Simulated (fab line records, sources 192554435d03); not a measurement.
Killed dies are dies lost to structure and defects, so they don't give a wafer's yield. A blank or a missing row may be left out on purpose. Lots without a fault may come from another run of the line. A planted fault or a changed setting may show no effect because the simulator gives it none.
Split-lot experiment | flow n5_finfet | 7 lots, 39 wafers read, on a route of 1938 steps

THE SPLIT
At N5_FIN_SAQP_ALD_61 (deposits SiO2, target thk 4 nm, pulse time 1 s, purge time 2 s), the setting ald_cycles was moved away from the recipe's 43 on 12 of the 39 wafers read, by -55.8% to +48.8%. The other wafers ran this setting at the recipe's value.

The reading is taken at the split's own step.

THE READING
SiO2_of_FIN_SAQP_ALD_61.thk_nm (the simulator's own value, which no gauge read), in nm, at N5_FIN_SAQP_ALD_61 (deposits SiO2, target thk 4 nm, pulse time 1 s, purge time 2 s). The file gives no usual value for it. The 27 wafers here that ran the recipe average 4.001 nm, standard deviation 0.019 nm.

wafer  | tool, chamber at the split | ald_cycles as run | against the recipe | SiO2_of_FIN_SAQP_ALD_61.thk_nm, nm | against lot-mates on the recipe
L074.1 | ald_sin-02, 1              | 32                | -25.6%             | 2.966                              | -1.038
L074.2 | ald_sin-02, 0              | 32                | -25.6%             | 2.979                              | -1.025
L074.3 | ald_sin-02, 2              | 32                | -25.6%             | 3.002                              | -1.002
L074.4 | ald_sin-02, 3              | 43                | recipe             | 4.005                              | -
L074.5 | ald_sin-02, 1              | 43                | recipe             | 4.011                              | -
L074.6 | ald_sin-02, 2              | 43                | recipe             | 3.997                              | -
L075.1 | ald_sin-01, 3              | 43                | recipe             | 4.006                              | -
L075.2 | ald_sin-01, 0              | 43                | recipe             | 3.997                              | -
L075.3 | ald_sin-01, 1              | 43                | recipe             | 4.004                              | -
L075.4 | ald_sin-01, 2              | 43                | recipe             | 4.015                              | -
L075.5 | ald_sin-01, 3              | 43                | recipe             | 3.993                              | -
L075.6 | ald_sin-01, 0              | 43                | recipe             | 4                                  | -
L077.1 | ald_sin-01, 2              | 43                | recipe             | 4.015                              | -
L077.2 | ald_sin-01, 1              | 19                | -55.8%             | 1.765                              | -2.235
L077.3 | ald_sin-01, 3              | 19                | -55.8%             | 1.764                              | -2.236
L077.4 | ald_sin-01, 0              | 19                | -55.8%             | 1.756                              | -2.244
L077.5 | ald_sin-01, 3              | 43                | recipe             | 3.992                              | -
L077.6 | ald_sin-01, 2              | 43                | recipe             | 3.994                              | -
L082.1 | ald_sin-01, 3              | 43                | recipe             | 4.015                              | -
L082.4 | ald_sin-01, 2              | 43                | recipe             | 4.007                              | -
L082.5 | ald_sin-01, 2              | 43                | recipe             | 4.023                              | -
L084.1 | ald_sin-03, 1              | 43                | recipe             | 4.015                              | -
L084.2 | ald_sin-03, 0              | 43                | recipe             | 4.016                              | -
L084.3 | ald_sin-03, 2              | 25                | -41.9%             | 2.317                              | -1.691
L084.4 | ald_sin-03, 3              | 25                | -41.9%             | 2.314                              | -1.694
L084.5 | ald_sin-03, 3              | 25                | -41.9%             | 2.307                              | -1.701
L084.6 | ald_sin-03, 2              | 43                | recipe             | 3.994                              | -
L088.1 | ald_sin-03, 1              | 43                | recipe             | 4.035                              | -
L088.2 | ald_sin-03, 0              | 43                | recipe             | 4.007                              | -
L088.3 | ald_sin-03, 3              | 43                | recipe             | 3.989                              | -
L088.4 | ald_sin-03, 2              | 43                | recipe             | 4.008                              | -
L088.5 | ald_sin-03, 3              | 43                | recipe             | 3.999                              | -
L088.6 | ald_sin-03, 2              | 43                | recipe             | 4.009                              | -
L095.1 | ald_sin-02, 3              | 64                | +48.8%             | 5.931                              | +1.974
L095.2 | ald_sin-02, 1              | 43                | recipe             | 3.935                              | -
L095.3 | ald_sin-02, 0              | 64                | +48.8%             | 5.948                              | +1.991
L095.4 | ald_sin-02, 2              | 64                | +48.8%             | 5.935                              | +1.978
L095.5 | ald_sin-02, 0              | 43                | recipe             | 3.982                              | -
L095.6 | ald_sin-02, 1              | 43                | recipe             | 3.955                              | -

THE FIT
A straight line over all 39 wafers: SiO2_of_FIN_SAQP_ALD_61.thk_nm changes by +0.04 nm for each +1% of ald_cycles; r = +1.00; the points scatter about the line by 0.018 nm.
The same after taking each lot's own level away (the mean of its wafers on the recipe; 39 wafers): +0.0403 nm for each +1%; r = +1.00; scatter 0.012 nm.
On that fit, the largest move of ald_cycles shifts the reading by 2.3 nm.
The lots' own levels span 3.9573 to 4.0150 nm, that is 3.0 times the standard deviation above.
So the lot-to-lot level changes the slope little: the two slopes agree.
Check: with one of the wafers moved furthest among these (-55.8%) left out of the fit, the line predicts -2.25 nm for it against its lot-mates. It came out at -2.24 nm against them.

THE FILE'S OWN FIT
SiO2_of_FIN_SAQP_ALD_61.thk_nm changes by +0.0403 nm for each +1% of ald_cycles, r = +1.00.
